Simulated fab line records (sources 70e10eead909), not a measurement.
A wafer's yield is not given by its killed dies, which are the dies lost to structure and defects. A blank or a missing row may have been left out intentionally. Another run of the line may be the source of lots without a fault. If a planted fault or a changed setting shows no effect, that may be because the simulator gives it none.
Chamber matching -- flow nandHarc -- pecvd-01 running NHARC_P_M2_PRE_CLEAN_32: 3 sister chambers
The step time 12 s. 6 wafers are shown with their chamber, then 10 later ones without.

WAFERS, EACH WITH ITS CHAMBER
wafer,chamber,heaterPowerW (W)
L084.6,2,525
L086.5,1,618
L089.4,1,671
L089.5,2,576
L090.1,0,573
L090.5,0,563

WAFERS WITH NO CHAMBER GIVEN
wafer,heaterPowerW (W)
L090.6,659
L092.1,511
L092.2,642
L092.4,630
L094.3,551
L094.5,502
L094.6,584
L097.1,571
L097.4,498
L097.6,483

EACH ONE'S CHAMBER
wafer,from the rows above,in truth
L090.6,1,1
L092.1,can't be placed: 2 or 0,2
L092.2,1,1
L092.4,can't be placed: 1 or 0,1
L094.3,can't be placed: 2 or 0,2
L094.5,can't be placed: 2 or 0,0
L094.6,can't be placed: 0 or 2 or 1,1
L097.1,can't be placed: 0 or 2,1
L097.4,can't be placed: 2 or 0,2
L097.6,can't be placed: 2 or 0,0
Correctly placed: 2 of 10. Cannot be placed on the basis of these rows: 8; the candidates contain the true chamber in 7. 0 placed wrongly.
How it was worked out, from the rows above alone: a wafer's distance from a chamber is the root of the sum, over the readings, of the square of ((its reading less the chamber's mean) divided by the reading's scatter). If the next closest chamber is less than 2 further off than the closest, the wafer can't be placed; otherwise it belongs to the closest. The mean given for a chamber averages the wafers shown for that chamber. The scatter: the root of (the sum of the squares of (reading less its chamber's mean) over the shown wafers, divided by (wafers less chambers)).
